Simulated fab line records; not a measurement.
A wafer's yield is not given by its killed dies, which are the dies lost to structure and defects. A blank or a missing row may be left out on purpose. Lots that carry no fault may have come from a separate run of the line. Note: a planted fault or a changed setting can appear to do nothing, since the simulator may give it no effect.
Split-lot experiment + flow n5 finfet + on a route of 1938 steps: 7 lots, 39 wafers read

ABOUT THE SPLIT
At N5_DUMMY_GATE_ETCH_42 (etches SiO2 in CHF3/O2, target depth 3.5 nm, time 31 s), the setting bias w was moved away from the recipe's 12 W on 12 of the 39 wafers read, by -18.9% to +12.1%. For the rest of the wafers, this setting stayed at what the recipe calls for.

The split's own step is where the reading is taken.

THE READING
rf vpp V, in V, at N5_DUMMY_GATE_ETCH_42 (etches SiO2 in CHF3/O2, target depth 3.5 nm, time 31 s). On this fab line, fault-free wafers typically give 42.4 V with a standard deviation of 0.83 V.

| wafer  | tool, chamber at the split | bias w as run, W | against the recipe | rf vpp V, V | against lot-mates on the recipe |
|--------|----------------------------|------------------|--------------------|-------------|---------------------------------|
| L076.1 | rie diel-02, 0             | 12               | recipe             | 42.1        | -                               |
| L076.2 | rie diel-02, 1             | 12               | recipe             | 44.0        | -                               |
| L076.3 | rie diel-02, 3             | 12               | recipe             | 41.3        | -                               |
| L076.4 | rie diel-02, 2             | 12               | recipe             | 43.2        | -                               |
| L076.5 | rie diel-02, 3             | 12               | recipe             | 43.4        | -                               |
| L076.6 | rie diel-02, 0             | 12               | recipe             | 42.0        | -                               |
| L081.1 | rie diel-06, 2             | 9.728            | -18.9%             | 33.9        | -7.8                            |
| L081.2 | rie diel-06, 3             | 12               | recipe             | 41.9        | -                               |
| L081.3 | rie diel-06, 0             | 9.728            | -18.9%             | 35.8        | -5.9                            |
| L081.4 | rie diel-06, 1             | 12               | recipe             | 41.9        | -                               |
| L081.5 | rie diel-06, 1             | 9.728            | -18.9%             | 35.9        | -5.8                            |
| L081.6 | rie diel-06, 2             | 12               | recipe             | 41.4        | -                               |
| L085.1 | rie diel-02, 0             | 11.24            | -6.3%              | 42.3        | -0.1                            |
| L085.2 | rie diel-02, 2             | 11.24            | -6.3%              | 40.0        | -2.4                            |
| L085.3 | rie diel-02, 3             | 12               | recipe             | 42.2        | -                               |
| L085.4 | rie diel-02, 1             | 11.24            | -6.3%              | 40.9        | -1.5                            |
| L085.5 | rie diel-02, 0             | 12               | recipe             | 41.8        | -                               |
| L085.6 | rie diel-02, 1             | 12               | recipe             | 43.1        | -                               |
| L086.1 | rie diel-06, 2             | 12               | recipe             | 41.6        | -                               |
| L086.2 | rie diel-06, 1             | 12               | recipe             | 42.7        | -                               |
| L086.3 | rie diel-06, 0             | 12               | recipe             | 42.0        | -                               |
| L086.4 | rie diel-06, 3             | 12               | recipe             | 43.5        | -                               |
| L086.5 | rie diel-06, 1             | 12               | recipe             | 42.8        | -                               |
| L086.6 | rie diel-06, 0             | 12               | recipe             | 42.8        | -                               |
| L088.1 | rie diel-06, 3             | 12               | recipe             | 40.5        | -                               |
| L088.5 | rie diel-06, 0             | 12               | recipe             | 42.6        | -                               |
| L088.6 | rie diel-06, 3             | 12               | recipe             | 40.8        | -                               |
| L089.1 | rie diel-02, 0             | 12               | recipe             | 42.8        | -                               |
| L089.2 | rie diel-02, 2             | 12               | recipe             | 41.9        | -                               |
| L089.3 | rie diel-02, 1             | 13.45            | +12.1%             | 46.5        | +3.6                            |
| L089.4 | rie diel-02, 3             | 13.45            | +12.1%             | 46.4        | +3.5                            |
| L089.5 | rie diel-02, 1             | 12               | recipe             | 44.0        | -                               |
| L089.6 | rie diel-02, 2             | 13.45            | +12.1%             | 46.6        | +3.7                            |
| L096.1 | rie diel-06, 0             | 10.92            | -9.0%              | 40.5        | -1.3                            |
| L096.2 | rie diel-06, 1             | 12               | recipe             | 42.1        | -                               |
| L096.3 | rie diel-06, 2             | 12               | recipe             | 41.1        | -                               |
| L096.4 | rie diel-06, 1             | 10.92            | -9.0%              | 40.3        | -1.5                            |
| L096.5 | rie diel-06, 0             | 12               | recipe             | 42.2        | -                               |
| L096.6 | rie diel-06, 2             | 10.92            | -9.0%              | 39.0        | -2.8                            |

THE FIT
A straight line over all 39 wafers: rf vpp V changes by +0.345 V for each +1% of bias w; r = +0.93; the points scatter about the line by 0.94 V.
The same after taking each lot's own level away (the mean of its wafers on the recipe; 39 wafers): +0.309 V for each +1%; r = +0.93; scatter 0.83 V.
On that fit, the largest move of bias w shifts the reading by 5.9 V.
Measured against the standard deviation above, the lots' own levels, which go from 41.30 to 42.90 V, span 1.9 times it.
Thus the slope moves with the lot-to-lot level: the two fits are different.
Check: -5.31 V against its lot-mates is what the line predicts for one of the wafers moved furthest among these (-18.9%) when that wafer is left out of the fit. Against them it came out at -7.83 V.
Tool readings at the split's step, against how far the setting was moved: rf vpp V r = +0.93.

THESE WAFERS: OTHER SPLITS
Other splits were also applied to these wafers ahead of the reading. Each is held against what the fit with the lots' levels taken away leaves over:
| other split on the same wafers | wafers away from the commonest value | r with rf vpp V (lot level and that fit taken away) |
|--------------------------------|--------------------------------------|-----------------------------------------------------|
| N5_DUMMY_GATE_ETCH_37 source w | 12                                   | +0.15                                               |

THE FILE'S OWN FIT
rf vpp V changes by +0.308 V for each +1% of bias w, r = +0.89.
